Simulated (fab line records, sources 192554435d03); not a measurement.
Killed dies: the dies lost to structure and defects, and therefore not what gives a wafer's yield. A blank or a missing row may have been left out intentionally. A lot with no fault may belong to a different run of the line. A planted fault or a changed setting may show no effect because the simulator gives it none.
fab line records    flow n5-finfet
record lots=7  wafers=39
route steps=1938 shown BEOL_M3@950 BEOL_M4@1070 BEOL_M6@1240
start-h: start of the lot's first displayed wafer, in hours after the record's first day    wait-h: time in hours since the lot's previous step    " unchanged from the row above    L1.1+2: a single row standing in for several wafers    - value missing, or start not given    * or withheld: withheld    < > ~ a bound
route shown NAME@n: names a module that has steps shown in the file, with the first one's number in the route    usual: the fault-free wafers' mean and standard deviation    same: alike in all rows    chamber/n: place in a boat    sites: per-site readings    _std_site: their standard deviation    _edge_site: outer sites' mean less inner sites'    radius-mm: for every site, how far away it sits from the centre of the wafer    mask NAME#n: copy n    behind: the most recent tool/chamber to have shaped the wafer    hold: why the lot went on hold/how many hours it stayed there/how the hold came to an end    device: whichever transistor did not switch (one of n, p or np)    end of line: tests of these same wafers at the route's end    where a step has no rows: the recipe by itself    killed: at the first sort, the dies lost to defects and structure; wafer yield is something else    map: shows each die of a wafer: x if killed, . if not, _ if none is there
set.NAME: the setting that was run; set.NAME@STEP: the one run at that earlier step    model.NAME: the simulator's own value behind a step, which no gauge read
lots whose settings were changed on purpose; a table a step, a row a wafer
## steps
# step N5_BEOL_M3_ETCH_64
# recipe chemistry=N2/H2  target=SOC  target-depth-a=750  overetch-a=150  mask-material=SiARC  temp-c=40  time-s=112.5  ion-energy-ev=200  pressure-mtorr=30  source-w=840  bias-w=150  n2-flow-sccm=200  h2-flow-sccm=200
lot.wafer  tool         chamber  start-h  wait-h  set.time-s  model.SiARC_of_BEOL_M3_COAT_62.thk-nm  model.BEOL_M3.cd-offset-nm
L074.2     rie-diel-05  2        146.54   0.0     112.5       7                                      -0.4
L074.4     "            3        "        "       112.5       7.2                                    -0.4
L074.6     "            2        "        "       112.5       7.2                                    -0.2
L077.1+2   rie-diel-01  1,0      158.21   0.0     112.5       6.8                                    0.2
L077.3     "            3        "        "       159.5       4.6                                    0.8
L077.4+5   "            2        "        "       159.5       4.8                                    0.8
L077.6     "            3        "        "       112.5       6.8                                    0.4
L081.1     rie-diel-05  2        204.50   0.0     170.8       4.4                                    1.4
L081.2     "            3        "        "       170.8       4.6                                    1.4
L081.3+4   "            0,1      "        "       112.5       6.8                                    0.4
L081.5     "            2        "        "       112.5       7                                      0
L081.6     "            1        "        "       170.8       4                                      1.2
L085.1+6   rie-diel-04  1        211.18   0.0     112.5       6.6                                    0.2
L085.2     "            2        "        "       66.42       8.8                                    -0.6
L085.3     "            3        "        "       66.42       9                                      -0.4
L085.4     "            2        "        "       112.5       6.6                                    0.4
L085.5     "            3        "        "       66.42       9                                      -0.6
L089.1     rie-diel-01  1        244.52   0.0     112.5       6.8                                    0.4
L089.2+6   "            3,0      "        "       71.31       8.8                                    -0.6
L089.3+5   "            0,3      "        "       112.5       6.8                                    0.2
L089.4     "            1        "        "       71.31       8.6                                    -0.6
L093.1     rie-diel-01  1        259.99   0.0     112.5       6.8                                    -0.2
L093.2     "            0        "        "       168.5       4.2                                    1.4
L093.3     "            3        "        "       112.5       6.8                                    -0.6
L093.4     "            0        "        "       168.5       4.4                                    1.2
L093.5     "            1        "        "       112.5       6.6                                    0
L093.6     "            3        "        "       168.5       4.4                                    0.8
L096.1     rie-diel-04  0        290.27   0.0     64.79       9.2                                    -1
L096.2+3   "            1,2      "        "       64.79       8.8                                    -0.8
L096.4     "            2        "        "       112.5       6.6                                    0.2
L096.5     "            0        "        "       112.5       7                                      -0.2
L096.6     "            1        "        "       112.5       6.4                                    0
# step N5_BEOL_M3_STRIP_65
# recipe chemistry=N2/H2  temp-c=40  n2-flow-sccm=200  h2-flow-sccm=200  rf-frequency-hz=6e+07
# step N5_BEOL_M3_STRIP_75
# recipe chemistry=N2/H2  temp-c=40  n2-flow-sccm=200  h2-flow-sccm=200  rf-frequency-hz=6e+07
# step N5_BEOL_M3_HM_OPEN_17
# recipe chemistry=Cl2/BCl3  target-depth-a=200  overetch-a=60  target=TiN  mask-material=SOC  ion-energy-ev=150  pressure-mtorr=10  icp-w=1000  bias-w=126  Cl2_flow_sccm=53.25  bcl3-flow-sccm=21.75  Ar_flow_sccm=25
# step N5_BEOL_M3_STRIP_19
# recipe chemistry=O2  power-w=400  temp-c=40  pressure-mtorr=30  rf-frequency-hz=6e+07  bias-power-w=0  overash-fraction=0.2  o2-flow-sccm=225
# step N5_BEOL_M3_CD_MEAS_18
# recipe pitch-nm=36  target-cd-nm=18
# usual cd-nm=18.0/0.33
lot.wafer  tool       chamber  start-h  wait-h  set.time-s@BEOL_M3_ETCH_64  cd-nm
L074.2     cd-sem-03  -        146.89   0.1     112.5                       17.3
L074.4     "          -        "        "       112.5                       17.5
L074.6     "          -        "        "       112.5                       18.0
L077.1     cd-sem-02  -        158.56   0.0     112.5                       18.5
L077.2     "          -        "        "       112.5                       18.4
L077.3     "          -        "        "       159.5                       19.2
L077.4     "          -        "        "       159.5                       18.7
L077.5     "          -        "        "       159.5                       18.8
L077.6     "          -        "        "       112.5                       18.3
L081.1     cd-sem-02  -        204.85   0.0     170.8                       19.7
L081.2     "          -        "        "       170.8                       19.3
L081.3     "          -        "        "       112.5                       18.4
L081.4     "          -        "        "       112.5                       18.5
L081.5     "          -        "        "       112.5                       18.4
L081.6     "          -        "        "       170.8                       19.6
L085.1     cd-sem-01  -        211.65   0.0     112.5                       18.3
L085.2     "          -        "        "       66.42                       -
L085.3     "          -        "        "       66.42                       -
L085.4     "          -        "        "       112.5                       18.4
L085.5     "          -        "        "       66.42                       -
L085.6     "          -        "        "       112.5                       18.3
L089.1     cd-sem-02  -        244.86   0.0     112.5                       18.4
L089.2     "          -        "        "       71.31                       17.3
L089.3     "          -        "        "       112.5                       18.0
L089.4     "          -        "        "       71.31                       17.1
L089.5     "          -        "        "       112.5                       17.9
L089.6     "          -        "        "       71.31                       17.2
L093.1     cd-sem-02  -        260.34   0.0     112.5                       17.5
L093.2     "          -        "        "       168.5                       19.5
L093.3     "          -        "        "       112.5                       17.3
L093.4     "          -        "        "       168.5                       19.5
L093.5     "          -        "        "       112.5                       18.0
L093.6     "          -        "        "       168.5                       19.0
L096.1     cd-sem-03  -        290.62   0.0     64.79                       -
L096.2     "          -        "        "       64.79                       -
L096.3     "          -        "        "       64.79                       -
L096.4     "          -        "        "       112.5                       18.3
L096.5     "          -        "        "       112.5                       17.5
L096.6     "          -        "        "       112.5                       17.9
# step N5_BEOL_M3_COAT_67
# recipe resist=SOC  temp-c=250  time-s=60  spin-rpm=1500  resist-thk-nm=60
# step N5_BEOL_M3_COAT_68
# recipe resist=SiARC  temp-c=220  time-s=60  spin-rpm=1500  resist-thk-nm=12
# step N5_BEOL_M3_ETCH_41
# recipe chemistry=CH3F/O2  target=SiCN  target-depth-a=299  taper-deg=2  time-s=52.5  ion-energy-ev=120  mask-material=TiN  pressure-mtorr=30  source-w=395  bias-w=75  Ar_flow_sccm=150  CH3F_flow_sccm=30  O2_flow_sccm=20
# step N5_BEOL_M3_STRIP_97
# recipe chemistry=N2/H2  time-s=10  power-w=450  temp-c=40  pressure-mtorr=20  rf-frequency-hz=6e+07  bias-power-w=7  n2-flow-sccm=200  h2-flow-sccm=200
# step N5_BEOL_M3_OCD_MEAS_38
# usual trench-depth-nm=55.2/1
lot.wafer  tool    chamber  start-h  wait-h  set.time-s@BEOL_M3_ETCH_64  trench-depth-nm
L074.2     ocd-02  -        149.04   -       112.5                       56.2
L074.4     "       -        "        "       112.5                       56.9
L074.6     "       -        "        "       112.5                       55.4
L077.1     ocd-02  -        173.28   -       112.5                       54.4
L077.2     "       -        "        "       112.5                       56.3
L077.3     "       -        "        "       159.5                       54.8
L077.4     "       -        "        "       159.5                       54.7
L077.5     "       -        "        "       159.5                       54.9
L077.6     "       -        "        "       112.5                       54.6
L081.1     ocd-02  -        206.12   -       170.8                       55.3
L081.2     "       -        "        "       170.8                       54.2
L081.3     "       -        "        "       112.5                       54.5
L081.4     "       -        "        "       112.5                       55.3
L081.5     "       -        "        "       112.5                       55.9
L081.6     "       -        "        "       170.8                       55.0
L085.1     ocd-02  -        213.32   -       112.5                       54.6
L085.2     "       -        "        "       66.42                       0.8
L085.3     "       -        "        "       66.42                       -
L085.4     "       -        "        "       112.5                       52.6
L085.5     "       -        "        "       66.42                       -
L085.6     "       -        "        "       112.5                       53.9
L089.1     ocd-02  -        248.88   -       112.5                       55.4
L089.2     "       -        "        "       71.31                       3.3
L089.3     "       -        "        "       112.5                       55.7
L089.4     "       -        "        "       71.31                       12.8
L089.5     "       -        "        "       112.5                       55.5
L089.6     "       -        "        "       71.31                       24.5
L093.1     ocd-02  -        266.90   -       112.5                       54.2
L093.2     "       -        "        "       168.5                       54.5
L093.3     "       -        "        "       112.5                       55.2
L093.4     "       -        "        "       168.5                       53.6
L093.5     "       -        "        "       112.5                       54.7
L093.6     "       -        "        "       168.5                       55.2
L096.1     ocd-02  -        298.90   -       64.79                       -
L096.2     "       -        "        "       64.79                       0.9
L096.3     "       -        "        "       64.79                       0
L096.4     "       -        "        "       112.5                       54.8
L096.5     "       -        "        "       112.5                       54.4
L096.6     "       -        "        "       112.5                       54.9
# step N5_BEOL_M4_TRENCH_ETCH_37
# recipe chemistry=C4F6/O2  target-depth-a=555.55  target=SiOC  time-s=29.2  ion-energy-ev=250  pressure-mtorr=30  source-w=355  bias-w=185  Ar_flow_sccm=300  C4F6_flow_sccm=10  O2_flow_sccm=10
lot.wafer  tool         chamber  start-h  wait-h  set.time-s  model.BEOL_M4.feature-depth-nm  model.etch.depth-nm  model.TiN_of_BEOL_M4_HM_DEP_02.thk-nm
L074.2     rie-diel-02  1        -        -       29.2        54.2                            54.23                17.4
L074.4     "            3        "        "       29.2        55.2                            55.28                17.4
L074.6     "            0        "        "       29.2        53.6                            53.69                17.6
L077.1     rie-diel-03  3        -        -       29.2        56                              56.03                18
L077.2     "            0        "        "       34.33       65.4                            65.5                 17.8
L077.3     "            2        "        "       34.33       66.2                            66.11                17.6
L077.4     "            1        "        "       29.2        54.4                            54.32                17.8
L077.5     "            0        "        "       29.2        56                              56.02                17.8
L077.6     "            3        "        "       34.33       66.2                            66.28                17.6
L081.1     rie-diel-03  2        -        -       29.2        55.8                            55.79                17.4
L081.2     "            0        "        "       17          31.8                            31.88                18.4
L081.3     "            3        "        "       17          32.2                            32.3                 18.4
L081.4     "            1        "        "       17          31.2                            31.29                18.8
L081.5     "            0        "        "       29.2        55.2                            55.29                17.6
L081.6     "            3        "        "       29.2        56.2                            56.21                17.4
L085.1     rie-diel-02  1        -        -       33.65       62                              62.05                17.2
L085.2     "            3        "        "       29.2        54.2                            54.28                17.6
L085.3     "            0        "        "       33.65       61.2                            61.27                17.4
L085.4     "            2        "        "       29.2        55.6                            55.64                17.6
L085.5     "            3        "        "       33.65       63.2                            63.11                17.2
L085.6     "            0        "        "       29.2        53.6                            53.58                17.6
L089.1     rie-diel-03  0        -        -       16.48       31                              30.9                 18.8
L089.2     "            3        "        "       16.48       31                              31.09                19
L089.3     "            1        "        "       29.2        54.4                            54.38                18.2
L089.4     "            2        "        "       16.48       31.2                            31.2                 18.8
L089.5     "            2        "        "       29.2        55.8                            55.74                17.8
L089.6     "            3        "        "       29.2        55.8                            55.87                17.8
L093.1     rie-diel-03  1        -        -       29.2        54                              53.97                17.6
L093.2     "            2        "        "       43          82.8                            82.83                16.6
L093.3     "            3        "        "       43          83                              83.05                16.2
L093.4     "            0        "        "       43          82.4                            82.31                16.4
L093.5     "            0        "        "       29.2        55.6                            55.57                17.8
L093.6     "            1        "        "       29.2        54.6                            54.65                17.4
L096.1     rie-diel-02  2        -        -       29.2        54.8                            54.86                17.6
L096.2     "            0        "        "       24.09       44.2                            44.15                18.2
L096.3     "            3        "        "       24.09       44.6                            44.54                18
L096.4     "            1        "        "       29.2        53.4                            53.31                17.6
L096.5     "            1        "        "       24.09       44                              44.01                18
L096.6     "            0        "        "       29.2        53                              52.99                17.8
# step N5_BEOL_M4_ETCH_41
# recipe chemistry=CH3F/O2  target=SiCN  target-depth-a=299  taper-deg=2  time-s=52.5  ion-energy-ev=120  mask-material=TiN  pressure-mtorr=30  source-w=395  bias-w=75  Ar_flow_sccm=150  CH3F_flow_sccm=30  O2_flow_sccm=20
# step N5_BEOL_M4_STRIP_97
# recipe chemistry=N2/H2  time-s=10  power-w=450  temp-c=40  pressure-mtorr=20  rf-frequency-hz=6e+07  bias-power-w=7  n2-flow-sccm=200  h2-flow-sccm=200
# step N5_BEOL_M4_OCD_MEAS_38
# usual trench-depth-nm=54.7/1.1
lot.wafer  tool    chamber  start-h  wait-h  set.time-s@BEOL_M4_TRENCH_ETCH_37  trench-depth-nm
L074.2     ocd-02  -        175.79   -       29.2                               53.7
L074.4     "       -        "        "       29.2                               55.2
L074.6     "       -        "        "       29.2                               53.9
L077.1     ocd-02  -        183.12   -       29.2                               55.9
L077.2     "       -        "        "       34.33                              65.5
L077.3     "       -        "        "       34.33                              65.9
L077.4     "       -        "        "       29.2                               54.7
L077.5     "       -        "        "       29.2                               56.1
L077.6     "       -        "        "       34.33                              66.8
L081.1     ocd-02  -        219.53   -       29.2                               56.0
L081.2     "       -        "        "       17                                 31.5
L081.3     "       -        "        "       17                                 32.3
L081.4     "       -        "        "       17                                 31.2
L081.5     "       -        "        "       29.2                               55.8
L081.6     "       -        "        "       29.2                               56.3
L085.1     ocd-02  -        233.00   -       33.65                              61.8
L085.2     "       -        "        "       29.2                               54.0
L085.3     "       -        "        "       33.65                              -
L085.4     "       -        "        "       29.2                               55.7
L085.5     "       -        "        "       33.65                              -
L085.6     "       -        "        "       29.2                               54.0
L089.1     ocd-02  -        258.20   -       16.48                              31.3
L089.2     "       -        "        "       16.48                              31.0
L089.3     "       -        "        "       29.2                               54.2
L089.4     "       -        "        "       16.48                              31.1
L089.5     "       -        "        "       29.2                               55.5
L089.6     "       -        "        "       29.2                               55.8
L093.1     ocd-02  -        284.10   -       29.2                               54.3
L093.2     "       -        "        "       43                                 82.7
L093.3     "       -        "        "       43                                 83.2
L093.4     "       -        "        "       43                                 81.9
L093.5     "       -        "        "       29.2                               55.7
L093.6     "       -        "        "       29.2                               54.3
L096.1     ocd-01  -        309.84   -       29.2                               -
L096.2     "       -        "        "       24.09                              43.9
L096.3     "       -        "        "       24.09                              44.4
L096.4     "       -        "        "       29.2                               53.6
L096.5     "       -        "        "       24.09                              44.3
L096.6     "       -        "        "       29.2                               53.2
# step N5_BEOL_M4_HM_STRIP_39
# recipe chemistry=peroxide-tin-strip  material=TiN  target-depth-a=250  temp-c=50  time-s=158
# step N5_BEOL_M4_SRD_40
# recipe time-s=30  temp-c=23  rinse-liquid=diw  dry=ipa-marangoni
# step N5_BEOL_M4_ECD_50
# recipe material=Cu  target-thk-a=3000
# step N5_BEOL_M4_ANNEAL_51
# recipe temp-c=225  time-s=90  ambient=N2
# step N5_BEOL_M4_CMP_52
# recipe stop-on=SiOC  t-overpolish-s=6.8  down-force-psi=1  platen-rpm=50  clearing-platen-down-force-psi=1.5  clearing-platen-rpm=50  post-cmp-clean=cu-alkaline  target-thk-nm=40  clearing-platen-pad-velocity-m-s=0.99484  pad-velocity-m-s=0.99484
lot.wafer  tool    chamber  start-h  wait-h  set.time-s@BEOL_M4_TRENCH_ETCH_37  model.Cu_of_BEOL_M4_ECD_50.thk-nm
L074.2+6   cmp-04  1        179.29   0.2     29.2                               40.2
L074.4     "       3        "        "       29.2                               40.4
L077.4     cmp-01  2        186.50   0.2     29.2                               39.2
L077.3     "       3        "        "       34.33                              50.6
L077.2     "       0        "        "       34.33                              49.6
L077.1     "       1        "        "       29.2                               41.2
L077.6     "       2        "        "       34.33                              49.4
L077.5     "       3        "        "       29.2                               40.4
L081.1     cmp-03  3        222.96   0.3     29.2                               39.2
L081.3     "       0        "        "       17                                 15.8
L081.2     "       1        "        "       17                                 16
L081.4     "       2        "        "       17                                 16.6
L081.5     "       3        "        "       29.2                               38
L081.6     "       0        "        "       29.2                               40.2
L085.3     cmp-04  3        237.34   0.2     33.65                              46.2
L085.4     "       0        "        "       29.2                               38.8
L085.1     "       1        "        "       33.65                              47
L085.2     "       2        "        "       29.2                               39.4
L085.6     "       3        "        "       29.2                               38
L085.5     "       0        "        "       33.65                              45.4
L089.1     cmp-03  2        263.32   0.3     16.48                              15.4
L089.2     "       3        "        "       16.48                              13.6
L089.4     "       0        "        "       16.48                              15
L089.3     "       1        "        "       29.2                               38.6
L089.5     "       2        "        "       29.2                               40.6
L089.6     "       3        "        "       29.2                               39
L093.2     cmp-01  2        287.45   0.2     43                                 66.6
L093.1+5   "       3        "        "       29.2                               38.8
L093.4     "       0        "        "       43                                 66.2
L093.3     "       1        "        "       43                                 67
L093.6     "       2        "        "       29.2                               38.4
L096.2     cmp-01  3        313.17   0.2     24.09                              28.2
L096.3     "       0        "        "       24.09                              28.4
L096.1     "       1        "        "       29.2                               38.8
L096.4     "       2        "        "       29.2                               36.2
L096.6     "       3        "        "       29.2                               37
L096.5     "       0        "        "       24.09                              27.2
# step N5_BEOL_M4_THK_MEAS_53
# recipe thk-meas-gauge=xrf  reads=Cu_of_BEOL_M4_ECD_50
# usual M4_THK=39.9/1.6
lot.wafer  tool           chamber  start-h  wait-h  set.time-s@BEOL_M4_TRENCH_ETCH_37  M4_THK[nm]
L074.2     film-metro-02  -        179.58   -       29.2                               41.3
L074.4     "              -        "        "       29.2                               41.4
L074.6     "              -        "        "       29.2                               41.2
L077.1     film-metro-01  -        186.79   -       29.2                               41.6
L077.2     "              -        "        "       34.33                              50.1
L077.3     "              -        "        "       34.33                              51.2
L077.4     "              -        "        "       29.2                               39.6
L077.5     "              -        "        "       29.2                               40.7
L077.6     "              -        "        "       34.33                              49.8
L081.1     film-metro-01  -        223.25   -       29.2                               39.4
L081.2     "              -        "        "       17                                 16.3
L081.3     "              -        "        "       17                                 15.9
L081.4     "              -        "        "       17                                 16.8
L081.5     "              -        "        "       29.2                               38.6
L081.6     "              -        "        "       29.2                               40.7
L085.1     film-metro-01  -        237.64   -       33.65                              47.7
L085.2     "              -        "        "       29.2                               39.8
L085.3     "              -        "        "       33.65                              -
L085.4     "              -        "        "       29.2                               39.2
L085.5     "              -        "        "       33.65                              -
L085.6     "              -        "        "       29.2                               38.2
L089.1     film-metro-01  -        263.62   -       16.48                              15.7
L089.2     "              -        "        "       16.48                              13.8
L089.3     "              -        "        "       29.2                               39.1
L089.4     "              -        "        "       16.48                              15.2
L089.5     "              -        "        "       29.2                               41.2
L089.6     "              -        "        "       29.2                               39.6
L093.1     film-metro-02  -        287.74   -       29.2                               40.3
L093.2     "              -        "        "       43                                 69.4
L093.3     "              -        "        "       43                                 69.8
L093.4     "              -        "        "       43                                 69.2
L093.5     "              -        "        "       29.2                               40.5
L093.6     "              -        "        "       29.2                               39.9
L096.1     film-metro-01  -        313.47   -       29.2                               -
L096.2     "              -        "        "       24.09                              28.4
L096.3     "              -        "        "       24.09                              28.6
L096.4     "              -        "        "       29.2                               36.5
L096.5     "              -        "        "       24.09                              27.3
L096.6     "              -        "        "       29.2                               37.3
# step N5_BEOL_M4_PRE_CLEAN_60
# recipe gas=NH3/H2  time-s=15  temp-c=*  rf-power-w=300
# step N5_BEOL_M4_CO_CAP_55
# recipe material=Co  target-thk-a=20  temp-c=200  precursor=CCTBA/H2  pressure-torr=30  time-s=102.1
# step N5_BEOL_M4_PRE_CLEAN_56
# recipe gas=NH3  time-s=15  temp-c=withheld  rf-power-w=300
# step N5_BEOL_M4_DEP_57
# recipe material=SiCN  target-thk-a=80  temp-c=withheld  precursor=3MS/NH3  pressure-torr=3  rf-w=202  time-s=14
# step N5_BEOL_M4_RS_MEAS_58
# recipe thk-meas-gauge=four-point-probe  reads=Co_of_BEOL_M4_CO_CAP_55+Cu_of_BEOL_M4_ECD_50+Co_of_BEOL_M4_CVD_47+TaN_of_BEOL_M4_ALD_84
# usual M4_RS=0.69/0.032
lot.wafer  tool           chamber  start-h  wait-h  set.time-s@BEOL_M4_TRENCH_ETCH_37  M4_RS[ohm/sq]
L074.2     film-metro-02  -        179.84   0.1     29.2                               0.67
L074.4     "              -        "        "       29.2                               0.66
L074.6     "              -        "        "       29.2                               0.66
L077.1     film-metro-02  -        187.05   0.0     29.2                               0.64
L077.2     "              -        "        "       34.33                              0.51
L077.3     "              -        "        "       34.33                              0.50
L077.4     "              -        "        "       29.2                               0.69
L077.5     "              -        "        "       29.2                               0.66
L077.6     "              -        "        "       34.33                              0.51
L081.1     film-metro-01  -        223.51   0.0     29.2                               0.69
L081.2     "              -        "        "       17                                 2.31
L081.3     "              -        "        "       17                                 2.37
L081.4     "              -        "        "       17                                 2.21
L081.5     "              -        "        "       29.2                               0.71
L081.6     "              -        "        "       29.2                               0.66
L085.1     film-metro-01  -        237.90   0.0     33.65                              0.54
L085.2     "              -        "        "       29.2                               0.68
L085.3     "              -        "        "       33.65                              -
L085.4     "              -        "        "       29.2                               0.70
L085.5     "              -        "        "       33.65                              -
L085.6     "              -        "        "       29.2                               0.72
L089.1     film-metro-01  -        263.88   0.0     16.48                              2.46
L089.2     "              -        "        "       16.48                              2.91
L089.3     "              -        "        "       29.2                               0.70
L089.4     "              -        "        "       16.48                              2.57
L089.5     "              -        "        "       29.2                               0.66
L089.6     "              -        "        "       29.2                               0.69
L093.1     film-metro-01  -        288.00   0.0     29.2                               0.70
L093.2     "              -        "        "       43                                 0.35
L093.3     "              -        "        "       43                                 0.35
L093.4     "              -        "        "       43                                 0.36
L093.5     "              -        "        "       29.2                               0.70
L093.6     "              -        "        "       29.2                               0.70
L096.1     film-metro-01  -        313.73   0.0     29.2                               -
L096.2     "              -        "        "       24.09                              1.06
L096.3     "              -        "        "       24.09                              1.05
L096.4     "              -        "        "       29.2                               0.76
L096.5     "              -        "        "       24.09                              1.12
L096.6     "              -        "        "       29.2                               0.74
# step N5_BEOL_M6_ETCH_41
# recipe chemistry=CH3F/O2  target=SiCN  target-depth-a=297  taper-deg=2  time-s=52  ion-energy-ev=120  mask-material=TiN  pressure-mtorr=30  source-w=395  bias-w=75  Ar_flow_sccm=150  CH3F_flow_sccm=30  O2_flow_sccm=20
lot.wafer  tool         chamber  start-h  wait-h  set.time-s  model.etch.depth-nm
L074.2     rie-diel-06  0        -        -       52          19.6
L074.4     "            3        "        "       52          19.72
L074.6     "            3        "        "       52          19.74
L077.1+4   rie-diel-03  3,0      -        -       52          19.8
L077.2     "            1        "        "       62.18       23.01
L077.3     "            2        "        "       62.18       23.92
L077.5     "            2        "        "       62.18       24.09
L077.6     "            1        "        "       52          19.52
L081.1     rie-diel-02  0        -        -       52          19.06
L081.2     "            1        "        "       52          19.2
L081.3     "            2        "        "       52          19.8
L081.4     "            3        "        "       52          19.57
L081.5     "            0        "        "       52          19.03
L081.6     "            1        "        "       52          19.22
L085.1     rie-diel-06  3        -        -       52          19.51
L085.2     "            1        "        "       52          19.3
L085.3     "            0        "        "       52          19.47
L085.4     "            2        "        "       52          18.84
L085.5     "            0        "        "       52          19.35
L085.6     "            1        "        "       52          19.52
L089.1+4   rie-diel-03  2,3      -        -       52          19.65
L089.2     "            1        "        "       52          19.05
L089.3     "            0        "        "       52          19.47
L089.5     "            3        "        "       52          19.72
L089.6     "            2        "        "       52          19.62
L093.1     rie-diel-02  3        -        -       52          19.13
L093.2     "            1        "        "       36.76       13.35
L093.3+6   "            0,3      "        "       36.76       13.45
L093.4     "            2        "        "       52          19.48
L093.5     "            0        "        "       52          19.09
L096.1     rie-diel-03  0        -        -       52          19.66
L096.2     "            1        "        "       32.7        11.98
L096.3     "            3        "        "       52          19.86
L096.4     "            2        "        "       32.7        12.27
L096.5     "            1        "        "       32.7        11.96
L096.6     "            0        "        "       52          19.84
## key
split step=N5_BEOL_M3_ETCH_64  setting=time-s  stated=112.5  by=wafer
response step=N5_BEOL_M3_ETCH_64  reading=model.SiARC_of_BEOL_M3_COAT_62.thk-nm  change=-0.0511  per=1%  r=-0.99
response step=N5_BEOL_M3_ETCH_64  reading=model.BEOL_M3.cd-offset-nm  change=+0.0212  per=1%  r=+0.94
response step=N5_BEOL_M3_CD_MEAS_18  reading=cd-nm  change=+0.0236  per=1%  r=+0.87
response step=N5_BEOL_M3_OCD_MEAS_38  reading=trench-depth-nm  shape=bent  at-lowest=0.4  at-stated=55.0  at-highest=54.8
split step=N5_BEOL_M4_TRENCH_ETCH_37  setting=time-s  stated=29.2  by=wafer
response step=N5_BEOL_M4_TRENCH_ETCH_37  reading=model.BEOL_M4.feature-depth-nm  change=+0.573  per=1%  r=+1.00
response step=N5_BEOL_M4_TRENCH_ETCH_37  reading=model.etch.depth-nm  change=+0.572  per=1%  r=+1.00
response step=N5_BEOL_M4_TRENCH_ETCH_37  reading=model.TiN_of_BEOL_M4_HM_DEP_02.thk-nm  change=-0.0234  per=1%  r=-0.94
response step=N5_BEOL_M4_OCD_MEAS_38  reading=trench-depth-nm  change=+0.573  per=1%  r=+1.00
response step=N5_BEOL_M4_CMP_52  reading=model.Cu_of_BEOL_M4_ECD_50.thk-nm  change=+0.566  per=1%  r=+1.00
response step=N5_BEOL_M4_THK_MEAS_53  reading=M4_THK  change=+0.581  per=1%  r=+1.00
response step=N5_BEOL_M4_RS_MEAS_58  reading=M4_RS  shape=bent  at-lowest=2.65  at-stated=0.69  at-highest=0.35
split step=N5_BEOL_M6_ETCH_41  setting=time-s  stated=52  by=wafer
response step=N5_BEOL_M6_ETCH_41  reading=model.etch.depth-nm  change=+0.204  per=1%  r=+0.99
